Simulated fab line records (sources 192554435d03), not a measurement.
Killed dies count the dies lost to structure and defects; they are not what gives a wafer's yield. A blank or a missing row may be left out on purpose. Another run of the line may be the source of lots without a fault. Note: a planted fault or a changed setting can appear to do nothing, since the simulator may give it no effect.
Split-lot experiment ; flow n5-finfet ; on a route of 1938 steps: 7 lots, 39 wafers read

== THE SPLIT ITSELF ==
At N5_DUMMY_GATE_ETCH_37 (etches SOC in N2/H2, target depth 60 nm, overetch 30 nm), the setting source-w was moved away from the recipe's 840 W on 18 of the 39 wafers read, by -9.1% to +14.9%. The other wafers ran this setting at the recipe's value.

The reading is taken at the split's own step.

== THE READING ==
rf-vpp-V, in V, at N5_DUMMY_GATE_ETCH_37 (etches SOC in N2/H2, target depth 60 nm, overetch 30 nm). A value of 523.5 V with a standard deviation of 2.5 V is what fault-free wafers of this fab line usually give.

wafer;tool, chamber at the split;source-w as run, W;against the recipe;rf-vpp-V, V;against lot-mates on the recipe
L075.1;rie-diel-02, 1;965.4;+14.9%;499.0;-25.1
L075.2;rie-diel-02, 2;840;recipe;522.4;-
L075.3;rie-diel-02, 3;840;recipe;526.1;-
L075.4;rie-diel-02, 0;965.4;+14.9%;501.1;-23.0
L075.5;rie-diel-02, 2;965.4;+14.9%;499.0;-25.1
L075.6;rie-diel-02, 1;840;recipe;523.9;-
L084.1;rie-diel-01, 2;840;recipe;523.4;-
L084.2;rie-diel-01, 0;923;+9.9%;512.4;-10.1
L084.3;rie-diel-01, 1;923;+9.9%;505.1;-17.4
L084.4;rie-diel-01, 0;923;+9.9%;510.8;-11.7
L084.5;rie-diel-01, 2;840;recipe;522.5;-
L084.6;rie-diel-01, 1;840;recipe;521.5;-
L086.1;rie-diel-06, 3;963.1;+14.7%;499.3;-25.5
L086.2;rie-diel-06, 1;840;recipe;529.2;-
L086.3;rie-diel-06, 2;840;recipe;523.0;-
L086.4;rie-diel-06, 1;963.1;+14.7%;504.2;-20.6
L086.5;rie-diel-06, 2;963.1;+14.7%;500.2;-24.6
L086.6;rie-diel-06, 3;840;recipe;522.1;-
L091.1;rie-diel-01, 1;840;recipe;521.2;-
L091.2;rie-diel-01, 0;840;recipe;526.5;-
L091.3;rie-diel-01, 2;785;-6.5%;533.7;+10.7
L091.4;rie-diel-01, 3;840;recipe;521.3;-
L091.5;rie-diel-01, 3;785;-6.5%;534.3;+11.3
L091.6;rie-diel-01, 0;785;-6.5%;539.5;+16.5
L092.1;rie-diel-06, 1;887.1;+5.6%;519.8;-4.1
L092.2;rie-diel-06, 3;887.1;+5.6%;511.7;-12.2
L092.3;rie-diel-06, 0;840;recipe;522.4;-
L092.4;rie-diel-06, 3;840;recipe;522.0;-
L092.5;rie-diel-06, 0;887.1;+5.6%;513.9;-10.0
L092.6;rie-diel-06, 1;840;recipe;527.2;-
L095.2;rie-diel-06, 0;840;recipe;522.3;-
L095.4;rie-diel-06, 2;840;recipe;522.8;-
L095.5;rie-diel-06, 0;840;recipe;521.8;-
L097.1;rie-diel-01, 0;840;recipe;526.1;-
L097.2;rie-diel-01, 1;840;recipe;520.4;-
L097.3;rie-diel-01, 2;840;recipe;521.2;-
L097.4;rie-diel-01, 3;763.2;-9.1%;537.7;+15.1
L097.5;rie-diel-01, 3;763.2;-9.1%;538.0;+15.4
L097.6;rie-diel-01, 2;763.2;-9.1%;538.6;+16.0

THE FIT
A straight line over all 39 wafers: rf-vpp-V changes by -1.57 V for each +1% of source-w; r = -0.98; the points scatter about the line by 2.5 V.
The same after taking each lot's own level away (the mean of its wafers on the recipe; 39 wafers): -1.63 V for each +1%; r = -0.98; scatter 2.5 V.
According to that fit, moving source-w by its largest amount changes the reading by 24 V.
The span of the lots' own levels, 522.30 to 524.77 V, comes to 1.0 times the standard deviation stated above.
Consequently the slope shifts little with the lot-to-lot level, the two slopes agreeing.
Check: for one of the wafers moved furthest among these (+14.9%), held out of the fit, the line's prediction against its lot-mates is -23.6 V. It came out at -25.1 V against them.
Tool readings at the split's step, against how far the setting was moved: rf-vpp-V r = -0.98.

== FURTHER SPLITS ON THESE WAFERS ==
Note: prior to the reading, these wafers also went through further splits. Each is held against what the fit with the lots' levels taken away leaves over:
other split on the same wafers;wafers away from the commonest value;r with rf-vpp-V (lot level and that fit taken away)
N5_FIN_CUT_CUT_ETCH_15 bias-w;as run: not given for these wafers;-
N5_DUMMY_GATE_EXPOSE_12 dose-mj;12;-0.02

== FILE'S OWN FIT ==
rf-vpp-V changes by -1.61 V for each +1% of source-w, r = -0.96.
